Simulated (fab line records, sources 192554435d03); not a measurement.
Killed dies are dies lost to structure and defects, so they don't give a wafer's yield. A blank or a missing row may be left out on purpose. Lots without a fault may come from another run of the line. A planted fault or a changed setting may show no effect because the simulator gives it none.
Chamber matching | flow n5_finfet | N5_BEOL_M0_ETCH_128 on rie_diel-04: 4 sister chambers
The step etches SiCN in CF4/N2, target depth 12 nm, overetch 5.1 nm, time 21.4 s. 30 wafers are shown with their chamber, then 12 later ones without.

WAFERS WITH THEIR CHAMBER
wafer  | chamber | drypump_motor_current_A (A) | showerhead_plenum_p_Torr (Torr) | throttle_valve_pct (%)
L074.3 | 1       | 6.3                         | 2.26                            | 15.36
L074.4 | 3       | 5.6                         | 2.27                            | 15.53
L074.5 | 1       | 6.3                         | 2.26                            | 15.36
L080.2 | 3       | 5.6                         | 2.26                            | 15.54
L080.4 | 2       | 5.7                         | 2.23                            | 15.25
L080.5 | 2       | 5.7                         | 2.23                            | 15.25
L083.1 | 3       | 5.7                         | 2.26                            | 15.55
L083.2 | 2       | 5.7                         | 2.22                            | 15.26
L083.3 | 0       | 5.1                         | 2.16                            | 15.74
L083.4 | 1       | 6.3                         | 2.25                            | 15.39
L083.5 | 2       | 5.7                         | 2.22                            | 15.27
L083.6 | 3       | 5.6                         | 2.26                            | 15.56
L084.1 | 2       | 5.7                         | 2.22                            | 15.26
L084.3 | 1       | 6.3                         | 2.25                            | 15.41
L084.5 | 3       | 5.7                         | 2.26                            | 15.58
L085.2 | 1       | 6.3                         | 2.25                            | 15.39
L085.3 | 3       | 5.6                         | 2.26                            | 15.54
L085.6 | 2       | 5.7                         | 2.22                            | 15.26
L086.3 | 0       | 5.1                         | 2.16                            | 15.74
L086.5 | 2       | 5.7                         | 2.22                            | 15.27
L086.6 | 1       | 6.3                         | 2.25                            | 15.42
L089.1 | 2       | 5.7                         | 2.22                            | 15.28
L089.2 | 3       | 5.6                         | 2.26                            | 15.58
L089.5 | 3       | 5.6                         | 2.26                            | 15.58
L090.2 | 2       | 5.7                         | 2.22                            | 15.29
L090.3 | 2       | 5.7                         | 2.22                            | 15.31
L090.6 | 3       | 5.6                         | 2.25                            | 15.59
L092.3 | 2       | 5.7                         | 2.22                            | 15.30
L092.5 | 2       | 5.7                         | 2.22                            | 15.30
L092.6 | 3       | 5.6                         | 2.25                            | 15.59

SIGNATURES (means of the wafers above)
reading                  | chamber 0 | chamber 1 | chamber 2 | chamber 3 | scatter within a chamber
drypump_motor_current_A  | 5.100     | 6.300     | 5.700     | 5.620     | 0.0248
showerhead_plenum_p_Torr | 2.1600    | 2.2533    | 2.2217    | 2.2590    | 0.00476
throttle_valve_pct       | 15.7400   | 15.3883   | 15.2750   | 15.5640   | 0.0219
Rule: a wafer's distance from a chamber is the root of the sum, over the readings, of the square of ((its reading less the chamber's mean) divided by the reading's scatter). The wafer belongs to the nearest chamber; if the next one is less than 2 further off, it can't be placed. The scatter: the root of (the sum of the squares of (reading less its chamber's mean) over the shown wafers, divided by (wafers less chambers)).

WAFERS WITHOUT THEIR CHAMBER
wafer  | drypump_motor_current_A (A) | showerhead_plenum_p_Torr (Torr) | throttle_valve_pct (%)
L093.1 | 5.7                         | 2.21                            | 15.31
L093.3 | 5.7                         | 2.21                            | 15.30
L093.6 | 5.7                         | 2.21                            | 15.31
L094.1 | 5.6                         | 2.25                            | 15.60
L094.3 | 5.7                         | 2.21                            | 15.32
L094.4 | 5.6                         | 2.25                            | 15.62
L095.1 | 5.1                         | 2.16                            | 15.24
L095.3 | 5.7                         | 2.25                            | 15.63
L095.6 | 5.2                         | 2.16                            | 15.24
L097.2 | 5.7                         | 2.21                            | 15.33
L097.3 | 5.6                         | 2.25                            | 15.64
L097.6 | 5.7                         | 2.25                            | 15.61

WHICH CHAMBER EACH WENT THROUGH
wafer  | from the rows above     | in truth
L093.1 | 2                       | 2
L093.3 | 2                       | 2
L093.6 | 2                       | 2
L094.1 | 3                       | 3
L094.3 | 2                       | 2
L094.4 | 3                       | 3
L095.1 | 0                       | 0
L095.3 | 3                       | 3
L095.6 | can't be placed: 0 or 2 | 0
L097.2 | 2                       | 2
L097.3 | 3                       | 3
L097.6 | 3                       | 3
Placed correctly: 11 of 12. Can't be placed from these rows: 1 (the true chamber is among the candidates in 1). Placed wrongly: 0.
